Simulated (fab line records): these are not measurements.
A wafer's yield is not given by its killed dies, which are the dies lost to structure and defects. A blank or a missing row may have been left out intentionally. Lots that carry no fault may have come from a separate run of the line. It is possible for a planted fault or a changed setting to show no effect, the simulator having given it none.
Which tool is to blame?	flow n5-finfet	24 lots, 72 wafers sampled, at 6 steps of a route of 1938

WHAT THE GAUGES SHOWED, per wafer
N5_FIN_SAQP_OVL_MEAS_17. Usual: for FIN_CORE_OVL the level is 0.1 nm and the standard deviation is 0.8.
lot	measured	on	FIN_CORE_OVL (nm)	flag
L074	day 1 21:39	overlay-02	0.1 -0.1 0.9	
L075	day 2 03:17	overlay-02	-0.4 -0.8 -0.5	
L076	day 2 09:46	overlay-01	-2.0 -2.2 0.4	
L077	day 2 15:22	overlay-01	-1.1 -1.8 -1.3	
L078	day 2 21:33	overlay-02	0.5 -0.4 0.7	
L079	day 3 03:34	overlay-01	0.6 0.6 0.4	
L080	day 3 09:44	overlay-02	0.5 0.9 0.8	
L081	day 3 16:27	overlay-02	0.8 1.1 -0.9	
L082	day 3 22:14	overlay-02	0.5 0.0 0.8	
L083	day 4 04:25	overlay-02	-0.3 0.4 -1.1	
L084	day 4 10:04	overlay-01	0.0 0.7 0.2	
L085	day 4 16:46	overlay-01	0.4 0.0 0.7	
L086	day 4 23:48	overlay-01	-0.5 -0.6 0.5	
L087	day 5 05:44	overlay-02	-1.0 -1.2 0.6	
L088	day 5 09:37	overlay-02	0.1 -0.3 0.5	
L089	day 5 16:03	overlay-02	1.4 0.0 -0.2	
L090	day 5 22:12	overlay-02	-0.2 -0.3 -1.1	
L091	day 6 04:37	overlay-01	-0.8 0.2 0.0	
L092	day 6 09:52	overlay-02	0.6 1.0 0.1	
L093	day 6 15:44	overlay-02	-0.7 0.4 1.4	
L094	day 6 21:50	overlay-02	0.8 -0.4 1.6	
L095	day 7 03:32	overlay-01	0.0 0.0 -0.5	
L096	day 7 09:59	overlay-02	-1.4 -0.8 0.7	
L097	day 7 15:39	overlay-02	1.2 1.1 0.9	

N5_FIN_SAQP_OCD_MEAS_76. Usual: trench-depth-nm 119.8 nm, standard deviation 1.3.
lot	measured	on	trench-depth-nm (nm)	flag
L074	day 2 02:14	ocd-02	119.1 118.5 120.0	
L075	day 2 07:51	ocd-01	119.9 118.7 120.5	
L076	day 2 14:37	ocd-02	119.6 119.9 118.4	
L077	day 2 19:37	ocd-01	118.5 119.4 120.4	
L078	day 3 02:01	ocd-02	118.9 120.5 120.7	
L079	day 3 07:54	ocd-01	122.6 118.8 121.9	
L080	day 3 14:33	ocd-01	121.1 119.8 121.4	
L081	day 3 20:38	ocd-01	120.7 118.7 119.9	
L082	day 4 03:38	ocd-01	119.0 121.5 120.7	
L083	day 4 08:52	ocd-01	122.6 120.7 120.3	
L084	day 4 15:20	ocd-02	118.8 118.6 118.6	
L085	day 4 21:17	ocd-01	120.4 120.5 120.7	
L086	day 5 04:32	ocd-01	117.4 118.9 118.0	
L087	day 5 10:21	ocd-01	121.6 121.0 120.7	
L088	day 5 14:26	ocd-01	119.7 119.4 121.2	
L089	day 5 21:06	ocd-01	116.4 117.0 118.1	
L090	day 6 02:40	ocd-01	116.7 120.7 120.5	
L091	day 6 09:02	ocd-01	119.3 120.6 120.1	
L092	day 6 14:22	ocd-01	120.1 120.5 121.9	
L093	day 6 20:52	ocd-02	121.0 120.2 119.4	
L094	day 7 02:40	ocd-01	121.0 118.6 121.7	
L095	day 7 08:21	ocd-02	119.7 120.5 119.6	
L096	day 7 14:16	ocd-01	120.9 119.7 119.6	
L097	day 7 20:40	ocd-02	119.3 120.3 121.4	

WHICH TOOL RAN EACH LOT (tool, then ch and the chambers of the sampled wafers, then the start)
lot	N5_FIN_SAQP_DESCUM_21	N5_FIN_SAQP_RECESS_75	N5_FIN_SAQP_SPACER1_ALD_24	N5_FIN_SAQP_RECESS_63
L074	rie-diel-01 ch 0,1,3, day 1 21:43	vapor-etch-02 ch 1, day 1 22:29	ald-sin-01 ch 0,1,2, day 1 22:56	vapor-etch-02 ch 0,1, day 2 00:08
L075	rie-diel-01 ch 0,1,3, day 2 03:45	vapor-etch-02 ch 0,1, day 2 04:27	ald-sin-01 ch 0,2,3, day 2 04:50	vapor-etch-01 ch 0,1, day 2 06:01
L076	rie-diel-03 ch 0,2,3, day 2 09:52	vapor-etch-02 ch 1, day 2 10:39	ald-sin-04 ch 2,3, day 2 11:10	vapor-etch-01 ch 0,1, day 2 12:23
L077	rie-diel-03 ch 0,2, day 2 15:26	vapor-etch-02 ch 0,1, day 2 16:08	ald-sin-03 ch 1,2, day 2 16:31	vapor-etch-02 ch 0,1, day 2 17:46
L078	rie-diel-01 ch 1,2,3, day 2 21:37	vapor-etch-01 ch 0,1, day 2 22:20	ald-sin-03 ch 0,1,3, day 2 22:58	vapor-etch-02 ch 0,1, day 3 00:11
L079	rie-diel-05 ch 1,2,3, day 3 03:40	vapor-etch-01 ch 0,1, day 3 04:23	ald-sin-04 ch 0,1, day 3 04:47	vapor-etch-01 ch 0,1, day 3 05:58
L080	rie-diel-03 ch 2,3, day 3 09:56	vapor-etch-01 ch 0,1, day 3 10:40	ald-sin-01 ch 0,1,3, day 3 11:03	vapor-etch-02 ch 0,1, day 3 12:23
L081	rie-diel-03 ch 0,2,3, day 3 16:31	vapor-etch-01 ch 0,1, day 3 17:20	ald-sin-04 ch 0,1, day 3 17:35	vapor-etch-02 ch 0,1, day 3 18:54
L082	rie-diel-05 ch 0,1, day 3 22:34	vapor-etch-02 ch 0,1, day 3 23:30	ald-sin-01 ch 0,1,3, day 3 23:58	vapor-etch-02 ch 0, day 4 01:30
L083	rie-diel-03 ch 0,2,3, day 4 04:28	vapor-etch-01 ch 0,1, day 4 05:13	ald-sin-03 ch 0,1,2, day 4 05:43	vapor-etch-01 ch 0,1, day 4 06:55
L084	rie-diel-01 ch 2,3, day 4 10:08	vapor-etch-02 ch 0,1, day 4 10:53	ald-sin-04 ch 1,3, day 4 11:16	vapor-etch-02 ch 0,1, day 4 12:29
L085	rie-diel-03 ch 2,3, day 4 16:50	vapor-etch-01 ch 0,1, day 4 17:35	ald-sin-04 ch 2,3, day 4 17:58	vapor-etch-01 ch 0,1, day 4 19:23
L086	rie-diel-01 ch 0,1,2, day 4 23:51	vapor-etch-01 ch 0, day 5 00:34	ald-sin-04 ch 1,2, day 5 01:09	vapor-etch-01 ch 0,1, day 5 02:21
L087	rie-diel-05 ch 0,1,2, day 5 05:48	vapor-etch-02 ch 0,1, day 5 06:37	ald-sin-04 ch 0,2, day 5 07:00	vapor-etch-02 ch 0,1, day 5 08:17
L088	rie-diel-05 ch 0,2,3, day 5 09:41	vapor-etch-02 ch 0,1, day 5 10:30	ald-sin-03 ch 0,1,2, day 5 11:20	vapor-etch-01 ch 0,1, day 5 12:38
L089	rie-diel-03 ch 1,2,3, day 5 16:07	vapor-etch-02 ch 0,1, day 5 16:49	ald-sin-04 ch 2,3, day 5 17:47	vapor-etch-02 ch 0,1, day 5 18:58
L090	rie-diel-03 ch 2,3, day 5 22:15	vapor-etch-02 ch 0,1, day 5 22:58	ald-sin-03 ch 1,3, day 5 23:21	vapor-etch-02 ch 0, day 6 00:48
L091	rie-diel-01 ch 0,1,3, day 6 04:40	vapor-etch-02 ch 0,1, day 6 05:38	ald-sin-04 ch 1,3, day 6 06:01	vapor-etch-02 ch 0,1, day 6 07:13
L092	rie-diel-01 ch 0,2, day 6 09:55	vapor-etch-01 ch 0,1, day 6 11:02	ald-sin-03 ch 1,2,3, day 6 11:18	vapor-etch-01 ch 0,1, day 6 12:37
L093	rie-diel-05 ch 0,2,3, day 6 15:56	vapor-etch-01 ch 0,1, day 6 16:56	ald-sin-04 ch 0,3, day 6 17:48	vapor-etch-01 ch 0,1, day 6 18:59
L094	rie-diel-05 ch 0,2, day 6 21:53	vapor-etch-02 ch 0,1, day 6 22:35	ald-sin-01 ch 0,3, day 6 22:58	vapor-etch-01 ch 0,1, day 7 00:10
L095	rie-diel-03 ch 2,3, day 7 03:35	vapor-etch-01 ch 0,1, day 7 04:36	ald-sin-04 ch 0,1,3, day 7 04:59	vapor-etch-02 ch 0,1, day 7 06:15
L096	rie-diel-01 ch 1,2, day 7 10:03	vapor-etch-02 ch 0,1, day 7 10:52	ald-sin-04 ch 0,1,2, day 7 11:13	vapor-etch-02 ch 0,1, day 7 12:32
L097	rie-diel-01 ch 0,1,2, day 7 16:17	vapor-etch-01 ch 0,1, day 7 16:59	ald-sin-04 ch 0,1,2, day 7 17:22	vapor-etch-02 ch 0,1, day 7 18:41
- N5_FIN_SAQP_DESCUM_21: chemistry O2, time 7.9 s.
- N5_FIN_SAQP_RECESS_75: chemistry HF/NH3, target SiO2, target depth 14.4 nm, afs cycles 3, sublimation time 60 s.
- N5_FIN_SAQP_SPACER1_ALD_24: deposits SiO2, target thk 20.3 nm, pulse time 1 s, purge time 2 s.
- N5_FIN_SAQP_RECESS_63: chemistry HF/NH3, target SiO2, target depth 18 nm, afs cycles 3, sublimation time 60 s.

AS READ BY THE TOOLS THEMSELVES (means over the sampled wafers that have a number; for cases with no such wafer, the mark the record gives instead)
N5_FIN_SAQP_DESCUM_21. Usual: drypump-motor-current-A 5.6 A, standard deviation 0.3; oes-product-au 0.78 a.u., standard deviation 0.092; rf-vpp-V 242.8 V, standard deviation 1.6; showerhead-plenum-p-Torr 2.08 Torr, standard deviation 0.083; temp-c 39.99 C, standard deviation 0.11; throttle-valve-pct 20.46 %, standard deviation 0.2.
lot	tool	drypump-motor-current-A (A)	oes-product-au (a.u.)	rf-vpp-V (V)	showerhead-plenum-p-Torr (Torr)	temp-c (C)	throttle-valve-pct (%)	flag
L074	rie-diel-01	5.7	0.85	242.4	2.04	39.98	20.36	
L075	rie-diel-01	5.7	0.85	242.2	2.03	39.99	20.37	
L076	rie-diel-03	5.5	0.71	242.6	2.05	39.94	20.59	
L077	rie-diel-03	5.4	0.69	241.9	2.04	40.02	20.57	
L078	rie-diel-01	5.8	0.82	241.3	2.06	40.06	20.46	
L079	rie-diel-05	5.4	0.69	242.4	2.06	39.95	20.40	
L080	rie-diel-03	5.6	0.72	242.8	2.11	40.02	20.72	
L081	rie-diel-03	5.5	0.70	242.0	2.05	39.86	20.59	
L082	rie-diel-05	5.7	0.75	243.9	2.08	39.97	20.43	
L083	rie-diel-03	5.5	0.70	241.6	2.05	40.02	20.62	
L084	rie-diel-01	5.8	0.79	242.5	2.07	40.08	20.54	
L085	rie-diel-03	5.6	0.72	243.5	2.11	39.95	20.74	
L086	rie-diel-01	5.9	0.78	242.9	2.04	39.97	20.45	
L087	rie-diel-05	5.4	0.82	243.8	2.10	40.03	20.28	
L088	rie-diel-05	5.4	0.90	244.4	2.16	39.93	20.19	
L089	rie-diel-03	5.7	0.79	243.3	2.13	40.03	20.63	
L090	rie-diel-03	5.6	0.70	242.1	2.05	40.16	20.66	
L091	rie-diel-01	5.7	0.81	242.2	2.02	39.94	20.42	
L092	rie-diel-01	5.8	0.77	242.3	2.04	40.01	20.47	
L093	rie-diel-05	5.4	0.86	243.9	2.15	39.98	20.20	
L094	rie-diel-05	5.3	0.81	243.3	2.10	39.97	20.31	
L095	rie-diel-03	5.6	0.69	242.6	2.10	40.10	20.78	
L096	rie-diel-01	6.0	0.76	242.2	2.03	40.06	20.49	
L097	rie-diel-01	5.9	0.76	242.9	2.03	39.93	20.49	

N5_FIN_SAQP_RECESS_75. Usual: drypump-motor-current-A 5.70 A, standard deviation 0.22; temp-c 30.01 C, standard deviation 0.11.
lot	tool	drypump-motor-current-A (A)	temp-c (C)	flag
L074	vapor-etch-02	5.83	29.88	
L075	vapor-etch-02	5.92	30.09	
L076	vapor-etch-02	5.84	29.85	
L077	vapor-etch-02	5.91	30.03	
L078	vapor-etch-01	5.49	30.09	
L079	vapor-etch-01	5.46	29.98	
L080	vapor-etch-01	5.45	29.98	
L081	vapor-etch-01	5.48	30.06	
L082	vapor-etch-02	5.86	29.96	
L083	vapor-etch-01	5.49	30.01	
L084	vapor-etch-02	5.90	29.95	
L085	vapor-etch-01	5.44	30.10	
L086	vapor-etch-01	5.43	29.98	
L087	vapor-etch-02	5.89	29.91	
L088	vapor-etch-02	5.90	30.10	
L089	vapor-etch-02	5.90	29.99	
L090	vapor-etch-02	5.92	30.01	
L091	vapor-etch-02	5.88	30.00	
L092	vapor-etch-01	5.46	29.95	
L093	vapor-etch-01	5.47	30.13	
L094	vapor-etch-02	5.87	30.06	
L095	vapor-etch-01	5.50	30.07	
L096	vapor-etch-02	5.93	30.06	
L097	vapor-etch-01	5.46	30.11	

N5_FIN_SAQP_SPACER1_ALD_24. Usual: heater-power-w 480 W, standard deviation 68; precursor-pulse-height-rel 1.002, standard deviation 0.018; susceptor-temp-C 300.03 C, standard deviation 0.22.
lot	tool	heater-power-w (W)	precursor-pulse-height-rel	susceptor-temp-C (C)	flag
L074	ald-sin-01	426	1.019	300.10	
L075	ald-sin-01	490	0.994	300.03	
L076	ald-sin-04	463	1.001	300.21	
L077	ald-sin-03	484	1.012	300.10	
L078	ald-sin-03	444	0.990	300.05	
L079	ald-sin-04	483	1.000	300.05	
L080	ald-sin-01	461	1.000	299.90	
L081	ald-sin-04	516	0.993	300.06	
L082	ald-sin-01	467	0.992	300.12	
L083	ald-sin-03	463	0.986	300.13	
L084	ald-sin-04	509	1.004	300.11	
L085	ald-sin-04	513	1.015	300.03	
L086	ald-sin-04	563	1.012	300.00	
L087	ald-sin-04	480	1.003	299.84	
L088	ald-sin-03	466	1.012	300.11	
L089	ald-sin-04	461	1.014	300.36	
L090	ald-sin-03	436	1.009	299.82	
L091	ald-sin-04	516	1.001	300.34	
L092	ald-sin-03	460	1.003	300.09	
L093	ald-sin-04	429	1.011	299.91	
L094	ald-sin-01	465	0.999	299.93	
L095	ald-sin-04	472	0.986	299.93	
L096	ald-sin-04	520	1.002	300.03	
L097	ald-sin-04	519	1.007	300.17	

N5_FIN_SAQP_RECESS_63. Usual: drypump-motor-current-A 5.72 A, standard deviation 0.22; temp-c 30.00 C, standard deviation 0.1.
lot	tool	drypump-motor-current-A (A)	temp-c (C)	flag
L074	vapor-etch-02	5.87	29.88	
L075	vapor-etch-01	5.50	30.05	
L076	vapor-etch-01	5.46	29.94	
L077	vapor-etch-02	5.89	30.05	
L078	vapor-etch-02	5.87	29.90	
L079	vapor-etch-01	5.46	29.94	
L080	vapor-etch-02	5.89	29.94	
L081	vapor-etch-02	5.87	30.10	
L082	vapor-etch-02	5.98	30.00	
L083	vapor-etch-01	5.47	30.08	
L084	vapor-etch-02	5.93	30.09	
L085	vapor-etch-01	5.45	30.09	
L086	vapor-etch-01	5.47	29.96	
L087	vapor-etch-02	5.86	30.08	
L088	vapor-etch-01	5.47	29.95	
L089	vapor-etch-02	5.88	29.93	
L090	vapor-etch-02	5.96	29.98	
L091	vapor-etch-02	5.93	29.96	
L092	vapor-etch-01	5.46	29.91	
L093	vapor-etch-01	5.46	29.99	
L094	vapor-etch-01	5.45	30.05	
L095	vapor-etch-02	5.94	30.02	
L096	vapor-etch-02	5.88	30.08	
L097	vapor-etch-02	5.89	30.07	

THE ANSWER, worked out from the rows above alone
Rule: a lot counts as off when the mean over its wafers that have a number is more than 3 standard deviations away from the usual mean. Also off: a lot with no number at a reading for which 4 or more lots have one. All remaining lots with rows at the step are treated as sound. After the gauges, taken in route order, come the tools' own readings; for these a lot's mean is taken, as printed above. The first step at which some lot is off is used, and at that step the reading that is off furthest; a lot without a number counts as furthest.
No lot is off on any of the readings shown, so nothing can be concluded from this.

WHAT WAS PUT IN BY THE SIMULATOR
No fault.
